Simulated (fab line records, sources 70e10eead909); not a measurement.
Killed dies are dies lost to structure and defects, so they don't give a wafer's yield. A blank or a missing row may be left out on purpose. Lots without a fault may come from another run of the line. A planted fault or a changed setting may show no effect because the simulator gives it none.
Chamber matching | flow nand_harc | NHARC_A_M1_CMP_23 on cmp-03: 4 sister chambers
The step polishes, t overpolish 20 s, target thk 154.34 nm. 14 wafers are shown with their chamber, then 7 later ones without.

WAFERS WITH THEIR CHAMBER
wafer  | chamber | motor_current_A (A) | time_to_endpoint_s (s) | retaining_ring_pressure_frac
L959.2 | 2       | 14.3                | 26.5                   | 0.999
L959.3 | 0       | 13.7                | 25.6                   | 0.997
L959.6 | 0       | 13.9                | 25.6                   | 0.998
L960.1 | 0       | 12.6                | 26.8                   | 1.001
L960.4 | 3       | 12.8                | 30.4                   | 1.001
L960.5 | 3       | 13.1                | 29.9                   | 1.000
L964.2 | 2       | 13.9                | 31.0                   | 0.995
L964.4 | 0       | 13.0                | 30.2                   | 0.987
L964.6 | 0       | 12.7                | 29.4                   | 0.996
L975.1 | 1       | 12.1                | 31.1                   | 1.000
L975.3 | 0       | 13.5                | 25.7                   | 1.009
L975.4 | 3       | 13.4                | 29.2                   | 0.999
L976.1 | 1       | 12.3                | 33.3                   | 0.991
L976.5 | 2       | 14.1                | 27.2                   | 1.003

SIGNATURES (means of the wafers above)
reading                      | chamber 0 | chamber 1 | chamber 2 | chamber 3 | scatter within a chamber
motor_current_A              | 13.233    | 12.200    | 14.100    | 13.100    | 0.419
time_to_endpoint_s           | 27.217    | 32.200    | 28.233    | 29.833    | 1.9
retaining_ring_pressure_frac | 0.99800   | 0.99550   | 0.99900   | 1.00000   | 0.00575
Rule: a wafer's distance from a chamber is the root of the sum, over the readings, of the square of ((its reading less the chamber's mean) divided by the reading's scatter). The wafer belongs to the nearest chamber; if the next one is less than 2 further off, it can't be placed. The scatter: the root of (the sum of the squares of (reading less its chamber's mean) over the shown wafers, divided by (wafers less chambers)).

WAFERS WITHOUT THEIR CHAMBER
wafer  | motor_current_A (A) | time_to_endpoint_s (s) | retaining_ring_pressure_frac
L976.6 | 12.9                | 28.8                   | 1.000
L977.1 | 13.0                | 26.2                   | 0.992
L977.2 | 12.9                | 29.6                   | 1.003
L977.3 | 12.7                | 31.1                   | 0.995
L979.1 | 13.2                | 31.6                   | 0.993
L979.2 | 13.8                | 26.2                   | 1.005
L979.6 | 13.2                | 26.4                   | 1.001

WHICH CHAMBER EACH WENT THROUGH
wafer  | from the rows above               | in truth
L976.6 | can't be placed: 3 or 0 or 1      | 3
L977.1 | can't be placed: 0 or 3 or 2      | 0
L977.2 | can't be placed: 3 or 0 or 1      | 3
L977.3 | can't be placed: 1 or 3 or 0      | 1
L979.1 | can't be placed: 3 or 1 or 0 or 2 | 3
L979.2 | can't be placed: 2 or 0 or 3      | 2
L979.6 | can't be placed: 0 or 3 or 2      | 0
Placed correctly: 0 of 7. Can't be placed from these rows: 7 (the true chamber is among the candidates in 7). Placed wrongly: 0.
